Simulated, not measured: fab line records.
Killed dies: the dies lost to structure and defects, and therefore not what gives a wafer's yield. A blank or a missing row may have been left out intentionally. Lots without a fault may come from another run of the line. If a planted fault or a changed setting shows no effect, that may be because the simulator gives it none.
fab line records	flow n5-finfet
record lots=6	wafers=16	last-day=17
route steps=1938 shown BEOL_M14@1718
lots with no fault: from the same line, run without faults
start-h: the number of hours between the record's first day and the start of the first shown wafer of the lot	wait-h: time in hours since the lot's previous step	" unchanged from the row above	L1.1+2: several wafers, shown together as one row	- no value, or no start given	* or withheld: withheld	< > ~ a bound
route shown NAME@n: a module of which the file shows steps, and the number in the route of the first	usual: the fault-free wafers' mean and standard deviation	same: alike in all rows	chamber/n: place in a boat	sites: each site's reading	_std_site: the standard deviation of these	_edge_site: the outer-site mean with the inner-site mean subtracted	radius-mm: how far each site lies from the wafer's centre	mask NAME#n: copy n	behind: the most recent tool/chamber to have shaped the wafer	hold: why the lot was held/for how many hours/how that ended	device: which transistor (n, p or np) failed to switch	end of line: tests of these same wafers at the route's end	for a step that has no rows: nothing shown but its recipe	killed: dies lost to structure and defects at the first sort, not the wafer's yield	map: dies across one wafer; x = killed, . = not, _ = none there
set.NAME: the setting that was run; set.NAME@STEP: the one run at that earlier step	model.NAME: the simulator's own value behind a step, which no gauge read
lots at some steps of the route; a table a step, a row a wafer
services: from which hour (start-h, from the record's first day; less than 0 if before it) a tool's chamber was out of use, for how many hours, and why
## steps
# step N5_BEOL_M14_COAT_58
# recipe resist=BARC	temp-c=205	time-s=60	spin-rpm=1500	resist-thk-nm=89
# step N5_BEOL_M14_COAT_04
# recipe spin-rpm=1704	resist-thk-nm=800
# step N5_BEOL_M14_EBR_06
# recipe solvent=PGMEA	ebr-width-mm=1.5
# step N5_BEOL_M14_SOFTBAKE_05
# recipe temp-c=130	time-s=60
# step N5_BEOL_M14_EXPOSE_07
# recipe mask-id=V13	na=0.8	source-shape=annular	sigma-inner=0.5	sigma-outer=0.8	polarization=unpolarized	attpsm-phase-deg=180	dose-mj=57
# step N5_BEOL_M14_PEB_08
# recipe peb-temp-c=130	peb-time-s=90
# step N5_BEOL_M14_DEVELOP_09
# recipe develop-time-s=45	rinse-liquid=diw	dry=air-spin	dev-temp-c=21
# step N5_BEOL_M14_HARDBAKE_14
# recipe temp-c=130	time-s=120
# step N5_BEOL_M14_CD_MEAS_10
# recipe target-cd-nm=250	landing-energy-ev=500	detector=se-inlens	polarity=opening
# usual cd-nm=250.3/1.8
lot.wafer	tool	chamber	start-h	wait-h	cd-nm
L873.1	cd-sem-03	0	263.05	-	248.0
L873.4	"	0	"	"	249.5
L873.6	"	0	"	"	249.4
L874.4	cd-sem-02	0	280.29	-	249.1
L874.6	"	0	"	"	249.8
L884.1	cd-sem-01	0	317.79	-	253.3
L884.6	"	0	"	"	251.8
L885.1	cd-sem-03	0	336.00	-	250.1
L885.3	"	0	"	"	253.7
L885.4	"	0	"	"	254.0
L887.3	cd-sem-03	0	342.30	-	252.9
L887.4	"	0	"	"	253.4
L887.5	"	0	"	"	252.6
L893.3	cd-sem-01	0	378.95	-	247.5
L893.4	"	0	"	"	248.3
L893.6	"	0	"	"	248.2
# step N5_BEOL_M14_OVL_MEAS_11
# recipe points-per-wafer=44
# usual V13_OVL=-1/5.7
lot.wafer	tool	chamber	start-h	wait-h	V13_OVL[nm]
L873.1	overlay-01	0	263.08	0.0	-16
L873.4	"	0	"	"	-6
L873.6	"	0	"	"	-9
L874.4	overlay-02	0	280.32	0.0	-6
L874.6	"	0	"	"	-9
L884.1	overlay-01	0	317.82	0.0	-3
L884.6	"	0	"	"	1
L885.1	overlay-02	0	336.03	0.0	-3
L885.3	"	0	"	"	1
L885.4	"	0	"	"	-4
L887.3	overlay-02	0	342.33	0.0	-5
L887.4	"	0	"	"	-2
L887.5	"	0	"	"	-5
L893.3	overlay-02	0	378.98	0.0	0
L893.4	"	0	"	"	5
L893.6	"	0	"	"	8
# step N5_BEOL_M14_INSPECT_12
# recipe mode=adi	inspect-instrument=macro
# usual raw-defect-count=1.9/1.4
lot.wafer	tool	chamber	start-h	wait-h	raw-defect-count
L873.1	defect-inspect-01	-	263.10	0.0	3
L873.4	"	-	"	"	2
L873.6	"	-	"	"	6
L874.4	defect-inspect-01	-	280.34	0.0	3
L874.6	"	-	"	"	4
L884.1	defect-inspect-01	-	317.85	0.0	2
L884.6	"	-	"	"	0
L885.1	defect-inspect-02	-	336.06	0.0	3
L885.3	"	-	"	"	3
L885.4	"	-	"	"	1
L887.3	defect-inspect-01	-	342.35	0.0	1
L887.4	"	-	"	"	3
L887.5	"	-	"	"	5
L893.3	defect-inspect-01	-	379.00	0.0	3
L893.4	"	-	"	"	0
L893.6	"	-	"	"	4
# step N5_BEOL_M14_DESCUM_15
# recipe chemistry=O2	time-s=7.9	source-power-w=50	bias-power-w=20	pressure-mtorr=20	rf-frequency-hz=2.712e+07	temp-c=40	o2-flow-sccm=225
# usual drypump-motor-current-A=5.7/0.43	oes-product-au=0.79/0.088	rf-vpp-V=243.0/1.4	showerhead-plenum-p-Torr=2.09/0.082	temp-c=40.00/0.12	throttle-valve-pct=20.41/0.18
lot.wafer	tool	chamber	start-h	wait-h	drypump-motor-current-A	oes-product-au	rf-hours-counter-h	rf-vpp-V	showerhead-plenum-p-Torr	temp-c	throttle-valve-pct
L873.1	rie-diel-06	1	263.34	0.2	5.4	0.73	170	243.0	2.07	40.01	20.16
L873.4	"	2	"	"	5.7	0.88	31	244.3	2.23	40.04	20.21
L873.6	"	1	"	"	5.4	0.74	-	242.9	2.07	40.01	20.14
L874.4	rie-diel-06	3	280.37	0.0	6.5	0.69	234	241.6	1.98	40.02	20.38
L874.6	"	0	"	"	5.0	0.93	-	241.6	2.17	39.92	20.45
L884.1	rie-diel-06	2	317.88	0.0	5.6	0.86	49	244.7	2.22	39.99	20.25
L884.6	"	2	"	"	5.6	0.85	-	245.1	2.22	39.90	20.25
L885.1	rie-diel-03	2	336.12	0.1	6.2	0.70	226	243.7	1.99	39.93	20.58
L885.3	"	3	"	"	5.6	0.84	96	242.8	2.02	39.94	20.38
L885.4	"	1	"	"	5.3	0.87	65	245.0	2.15	40.03	20.68
L887.3	rie-diel-03	3	342.39	0.0	5.6	0.82	98	242.4	2.02	39.91	20.40
L887.4	"	2	"	"	6.1	0.69	229	241.9	1.99	39.90	20.59
L887.5	"	2	"	"	6.1	0.69	-	241.6	1.99	39.92	20.57
L893.3	rie-diel-03	1	379.04	0.0	5.3	0.83	81	245.0	2.14	39.78	20.71
L893.4	"	0	"	"	6.1	0.74	173	241.8	2.01	40.19	20.65
L893.6	"	3	"	"	5.6	0.81	-	240.6	2.02	40.06	20.41
# step N5_BEOL_M14_ETCH_59
# recipe chemistry=N2/H2	target=BARC	target-depth-a=890	overetch-a=267	time-s=67.9	ion-energy-ev=200	pressure-mtorr=30	source-w=840	bias-w=150	n2-flow-sccm=200	h2-flow-sccm=200
# usual bias-w=149.9/0.44	drypump-motor-current-A=5.7/0.42	oes-product-au=0.67/0.072	rf-vpp-V=523.5/2.8	run-length-s=91.3/0.46	showerhead-plenum-p-Torr=2.53/0.096	throttle-valve-pct=17.80/0.19
lot.wafer	tool	chamber	start-h	wait-h	bias-w	drypump-motor-current-A	oes-product-au	rf-hours-counter-h	rf-vpp-V	run-length-s	showerhead-plenum-p-Torr	throttle-valve-pct	model.coat_of_BEOL_M14_COAT_04.thk-nm
L873.1	rie-diel-06	1	263.38	0.0	149.3	5.4	0.63	170	523.0	92.0	2.52	17.51	715.6
L873.4	"	2	"	"	150.7	5.6	0.77	31	528.2	91.7	2.71	17.60	720.8
L873.6	"	1	"	"	150.4	5.4	0.63	-	524.0	92.0	2.52	17.52	716.2
L874.4	rie-diel-06	3	280.41	0.0	149.9	6.5	0.59	234	519.3	92.0	2.40	17.85	719
L874.6	"	0	"	"	150.0	5.1	0.67	-	525.9	119.3	2.60	17.69	696.8
L884.1	rie-diel-06	2	317.92	0.0	150.1	5.6	0.62	49	527.7	118.9	2.70	17.60	698.4
L884.6	"	2	"	"	149.9	5.6	0.62	-	527.6	119.3	2.70	17.59	698
L885.1	rie-diel-03	2	336.16	0.0	150.2	6.2	0.60	226	520.0	91.0	2.42	18.13	718
L885.3	"	3	"	"	149.9	5.6	0.70	96	522.4	90.5	2.46	17.84	718.8
L885.4	"	1	"	"	149.7	5.3	0.72	65	525.0	91.6	2.58	18.01	719.4
L887.3	rie-diel-03	3	342.42	0.0	150.0	5.6	0.69	98	520.2	90.7	2.46	17.85	721.8
L887.4	"	2	"	"	149.6	6.2	0.59	229	521.2	91.1	2.42	18.14	717.4
L887.5	"	2	"	"	150.1	6.2	0.60	-	520.4	91.4	2.42	18.16	716.2
L893.3	rie-diel-03	1	379.07	0.0	150.6	5.3	0.71	81	524.8	91.5	2.57	18.05	714.2
L893.4	"	0	"	"	150.4	6.1	0.63	173	522.1	91.1	2.42	17.86	713
L893.6	"	3	"	"	149.9	5.6	0.68	-	520.5	90.4	2.45	17.87	713.2
# step N5_BEOL_M14_VIA_ETCH_16
# recipe chemistry=C4F8/O2/Ar	target=SiO2	he-inner-torr=15	he-outer-torr=30	target-depth-a=12313	time-s=withheld	ion-energy-ev=800	pressure-mtorr=20	source-w=1905	bias-w=2040	Ar_flow_sccm=400	C4F8_flow_sccm=16	O2_flow_sccm=12	ends=cleared
# usual bias-w=2039/5.8	drypump-motor-current-A=5.7/0.43	he-outer-torr=30.00/0.057	oes-product-au=0.71/0.078	rf-vpp-V=2230/35	showerhead-plenum-p-Torr=3.42/0.12	throttle-valve-pct=30.79/0.2
lot.wafer	tool	chamber	start-h	wait-h	bias-w	drypump-motor-current-A	he-outer-torr	oes-product-au	rf-vpp-V	showerhead-plenum-p-Torr	throttle-valve-pct	model.coat_of_BEOL_M14_COAT_04.thk-nm
L873.1	rie-diel-06	1	263.43	0.0	2042	5.4	29.98	0.67	2207	3.41	30.49	451.2
L873.4	"	2	"	"	2051	5.7	30.03	0.80	2197	3.62	30.48	450
L873.6	"	1	"	"	2040	5.4	29.86	0.67	2206	3.41	30.50	445.6
L874.4	rie-diel-06	3	280.46	0.0	2028	6.4	30.04	0.62	2219	3.28	30.78	451.2
L874.6	"	0	"	"	2038	5.0	30.12	0.86	2272	3.51	30.85	423.4
L884.1	rie-diel-06	2	317.97	0.0	2043	5.7	29.95	0.77	2194	3.61	30.50	432.4
L884.6	"	2	"	"	2034	5.7	29.90	0.77	2195	3.61	30.52	428.2
L885.1	rie-diel-03	2	336.21	0.0	2039	6.2	29.95	0.63	2214	3.27	30.88	448.6
L885.3	"	3	"	"	2037	5.7	30.07	0.73	2232	3.33	30.87	449.2
L885.4	"	1	"	"	2036	5.4	30.01	0.79	2284	3.47	30.94	441.6
L887.3	rie-diel-03	3	342.47	0.0	2036	5.6	29.96	0.74	2232	3.33	30.87	457.6
L887.4	"	2	"	"	2035	6.2	29.91	0.62	2215	3.27	30.89	449.6
L887.5	"	2	"	"	2039	6.2	30.05	0.62	2213	3.27	30.88	446.6
L893.3	rie-diel-03	1	379.12	0.0	2039	5.3	30.03	0.76	2283	3.47	30.97	447.6
L893.4	"	0	"	"	2041	6.1	30.02	0.68	2211	3.31	31.08	439
L893.6	"	3	"	"	2042	5.6	29.99	0.72	2231	3.33	30.88	441.8
# step N5_BEOL_M14_STRIP_63
# recipe chemistry=O2	power-w=600	temp-c=60	pressure-mtorr=30	rf-frequency-hz=6e+07	bias-power-w=0	overash-fraction=0.3	o2-flow-sccm=225
# usual drypump-motor-current-A=5.7/0.43	oes-product-au=0.79/0.089	rf-vpp-V=3.6/0.77	showerhead-plenum-p-Torr=2.09/0.082	temp-c=59.99/0.11	throttle-valve-pct=16.66/0.16
lot.wafer	tool	chamber	start-h	wait-h	drypump-motor-current-A	oes-product-au	rf-hours-counter-h	rf-vpp-V	showerhead-plenum-p-Torr	temp-c	throttle-valve-pct
L873.1	rie-diel-06	1	-	-	5.4	0.74	170	5.3	2.08	59.71	16.45
L873.4	"	2	"	"	5.6	0.89	31	2.4	2.23	60.00	16.43
L873.6	"	1	"	"	5.4	0.73	-	4.3	2.08	59.90	16.45
L874.4	rie-diel-06	3	-	-	6.4	0.69	235	2.8	1.98	59.96	16.75
L874.6	"	0	"	"	5.1	0.96	-	2.7	2.17	60.02	16.60
L884.1	rie-diel-06	2	-	-	5.6	0.87	50	3.2	2.23	59.97	16.51
L884.6	"	2	"	"	5.6	0.87	-	3.4	2.23	60.06	16.50
L885.1	rie-diel-03	2	-	-	6.2	0.70	226	2.5	1.99	60.13	16.84
L885.3	"	3	"	"	5.6	0.82	96	3.8	2.03	59.93	16.64
L885.4	"	1	"	"	5.3	0.88	65	5.0	2.15	59.84	16.80
L887.3	rie-diel-03	3	-	-	5.6	0.82	98	4.5	2.02	59.87	16.63
L887.4	"	2	"	"	6.2	0.68	229	5.7	1.99	59.99	16.86
L887.5	"	2	"	"	6.2	0.68	-	3.8	1.99	60.10	16.85
L893.3	rie-diel-03	1	-	-	5.3	0.85	81	2.2	2.15	59.98	16.84
L893.4	"	0	"	"	6.1	0.76	173	3.5	2.01	59.84	16.85
L893.6	"	3	"	"	5.6	0.82	-	3.9	2.02	60.19	16.64
# step N5_BEOL_M14_STRIP_64
# recipe chemistry=O2	power-w=600	temp-c=60	pressure-mtorr=30	rf-frequency-hz=6e+07	bias-power-w=0	overash-fraction=0.3	o2-flow-sccm=225
# usual drypump-motor-current-A=5.7/0.42	oes-product-au=0.79/0.088	rf-vpp-V=3.6/0.47	showerhead-plenum-p-Torr=2.09/0.082	temp-c=59.98/0.12	throttle-valve-pct=16.65/0.16
lot.wafer	tool	chamber	start-h	wait-h	drypump-motor-current-A	oes-product-au	rf-hours-counter-h	rf-vpp-V	showerhead-plenum-p-Torr	temp-c	throttle-valve-pct
L873.1	rie-diel-06	1	-	-	5.4	0.74	170	3.5	2.08	60.08	16.45
L873.4	"	2	"	"	5.7	0.89	31	3.7	2.23	59.96	16.44
L873.6	"	1	"	"	5.4	0.74	-	3.6	2.08	59.94	16.43
L874.4	rie-diel-06	3	-	-	6.4	0.68	235	3.8	1.98	60.10	16.73
L874.6	"	0	"	"	5.0	0.94	-	4.1	2.17	60.09	16.64
L884.1	rie-diel-06	2	-	-	5.7	0.85	50	3.5	2.23	59.89	16.48
L884.6	"	2	"	"	5.7	0.87	-	3.6	2.23	59.87	16.46
L885.1	rie-diel-03	2	-	-	6.2	0.69	226	3.4	1.99	60.02	16.87
L885.3	"	3	"	"	5.6	0.83	96	3.0	2.03	60.20	16.61
L885.4	"	1	"	"	5.3	0.86	65	4.3	2.15	60.15	16.86
L887.3	rie-diel-03	3	-	-	5.6	0.82	98	4.4	2.02	59.95	16.64
L887.4	"	2	"	"	6.2	0.68	229	3.3	1.99	59.91	16.87
L887.5	"	2	"	"	6.1	0.68	-	3.7	1.99	59.87	16.88
L893.3	rie-diel-03	1	-	-	5.3	0.83	81	2.9	2.15	60.09	16.87
L893.4	"	0	"	"	6.1	0.74	173	3.9	2.01	60.22	16.87
L893.6	"	3	"	"	5.6	0.81	-	2.9	2.02	59.90	16.65
# step N5_BEOL_M14_STRIP_71
# recipe chemistry=post-etch-residue-remover	time-s=60	temp-c=25	remover-ph=withheld	remover-water-wt-pct=withheld	remover-fluoride-wt-pct=withheld
# step N5_BEOL_M14_SRD_72
# recipe time-s=30	temp-c=23	rinse-liquid=diw	dry=n2-spin	spin-rpm=1500	dry-time-s=30
# step N5_BEOL_M14_CD_MEAS_17
# recipe target-cd-nm=250	polarity=opening
# usual cd-nm=251.0/2.3
lot.wafer	tool	chamber	start-h	wait-h	cd-nm
L873.1	cd-sem-01	-	263.78	0.0	248.2
L873.4	"	-	"	"	250.8
L873.6	"	-	"	"	249.3
L874.4	cd-sem-02	-	280.82	0.0	251.0
L874.6	"	-	"	"	255.3
L884.1	cd-sem-03	-	318.32	0.0	261.2
L884.6	"	-	"	"	260.2
L885.1	cd-sem-03	-	336.56	0.0	252.5
L885.3	"	-	"	"	255.4
L885.4	"	-	"	"	256.9
L887.3	cd-sem-01	-	342.82	0.0	252.4
L887.4	"	-	"	"	253.9
L887.5	"	-	"	"	252.3
L893.3	cd-sem-01	-	379.48	0.0	249.6
L893.4	"	-	"	"	248.1
L893.6	"	-	"	"	250.9
# step N5_BEOL_M14_COAT_65
# recipe resist=SOC	temp-c=250	time-s=60	spin-rpm=1500	resist-thk-nm=450
## services
tool	chamber	start-h	hours	kind
rie-diel-06	3	249.82	7.8	repair
rie-diel-06	1	268.25	3.5	repair
rie-diel-06	3	326.48	-	clean
rie-diel-06	3	326.48	-	consumable-replace:focus-ring
rie-diel-06	3	326.48	-	consumable-replace:showerhead
rie-diel-06	3	326.48	11.6	scheduled-down
rie-diel-06	3	326.48	11.6	vent-cycle
## key
first-sign step=N5_BEOL_M14_ETCH_59	reading=run-length-s	direction=up	sigmas=60	usual=*	struck=*
effect step=N5_BEOL_M14_CD_MEAS_17	reading=cd-nm	direction=up	sigmas=3.5	usual=251.0	struck=258.9
model-effect step=N5_BEOL_M14_ETCH_59	value=coat_of_BEOL_M14_COAT_04.thk-nm	without=723.4	struck=697.7
model-effect step=N5_BEOL_M14_VIA_ETCH_16	value=coat_of_BEOL_M14_COAT_04.thk-nm	without=453.4	struck=428
met-at N5_BEOL_M14_ETCH_59
struck-wafers L874.6,L884.1,L884.6
onset-between 263.38 280.41
fault kind=process-parameter-drift	tool=rie-diel-06	chamber=-	onset-h=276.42	steps=N5_BEOL_M14_ETCH_59	channel=time-s	offset=*	shape=step	end-h=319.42	scope=struck-wafers-only	acts-in=*	stated=*
